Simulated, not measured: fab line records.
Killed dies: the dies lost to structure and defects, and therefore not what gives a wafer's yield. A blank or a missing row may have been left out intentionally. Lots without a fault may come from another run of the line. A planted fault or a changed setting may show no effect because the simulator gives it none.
The tool behind it: which one? | flow nandHarc | 16 wafers from 6 lots sampled at 5 of the route's 1159 steps

## WHAT THE GAUGES SHOWED, per wafer
NHARC_END_SORT_01.
lot  | measured     | on        | killedAtPeriphery
L875 | day 22 13:23 | prober-02 | 1 0
L880 | day 23 03:20 | prober-02 | 1 0
L887 | day 25 17:16 | prober-02 | 8 10 8

## EACH LOT AND THE TOOL THAT RAN IT (in order: tool; ch and the chambers of the sampled wafers; start)
lot  | NHARC_A_STAIRCASE_ETCH_192        | NHARC_A_STAIRCASE_TRIM_193                   | NHARC_A_STAIRCASE_ETCH_194                 | NHARC_A_STAIRCASE_TRIM_198
L865 | rieDiel-03 ch 0,2,3, day 11 05:41 | rieDiel-03 ch 0,3, no start                  | rieDiel-03 ch 0,1,3, no start              | rieDiel-08 ch 2,3, no start
L868 | rieDiel-08 ch 1,3, day 11 18:49   | rieDiel-08 ch 1,2, no start                  | rieDiel-08 ch 2,3, no start                | rieDiel-08 ch 0,1,3, no start
L875 | rieDiel-01 ch 2,3, day 14 05:47   | rieDiel-01 ch 0,3, day 22 13:23 or earlier   | rieDiel-01 ch 2,3, day 22 13:23 or earlier | rieDiel-01 ch 0,3, day 22 13:23 or earlier
L880 | rieDiel-01 ch 1,2, day 15 00:18   | rieDiel-01 ch 0,1, day 23 03:20 or earlier   | rieDiel-01 ch 1,3, day 23 03:20 or earlier | rieDiel-01 ch 2, day 23 03:20 or earlier
L884 | rieDiel-03 ch 0,2,3, day 15 16:30 | rieDiel-03 ch 0,1,3, no start                | rieDiel-03 ch 0,1,3, no start              | rieDiel-03 ch 0,1,2, no start
L887 | rieDiel-08 ch 0,2, day 17 01:45   | rieDiel-08 ch 0,2,3, day 25 17:16 or earlier | rieDiel-08 ch 0,2, day 25 17:16 or earlier | rieDiel-08 ch 1,3, day 25 17:16 or earlier
- NHARC_A_STAIRCASE_ETCH_192: etches the open film in C4F8/O2, target depth 100 nm, time 40.5 s.
- NHARC_A_STAIRCASE_TRIM_193: chemistry O2, time 211.2 s.
- NHARC_A_STAIRCASE_ETCH_194: etches the open film in C4F8/O2, target depth 100 nm, time 40.5 s.
- NHARC_A_STAIRCASE_TRIM_198: chemistry O2, time 211.2 s.

## THE ANSWER, worked out from the rows above alone
Rule: the usual values come from the lots themselves. The widest of any qualifying gaps counts: lots, ordered by their means at a reading, are off when they make up no more than a third of the lots, leave a main group of 4 or more, and stand apart from it by 3 or more times the standard deviation of that group's means. A main group whose means are all the same, to the digits that the tables above print for the reading, isn't used. A lot without any number at a reading at which 4 lots or more have one is off too. All remaining lots with rows at the step are treated as sound.
None of the lots is off at any reading shown; this tells nothing.

## WHAT THE SIMULATOR HAD PUT IN
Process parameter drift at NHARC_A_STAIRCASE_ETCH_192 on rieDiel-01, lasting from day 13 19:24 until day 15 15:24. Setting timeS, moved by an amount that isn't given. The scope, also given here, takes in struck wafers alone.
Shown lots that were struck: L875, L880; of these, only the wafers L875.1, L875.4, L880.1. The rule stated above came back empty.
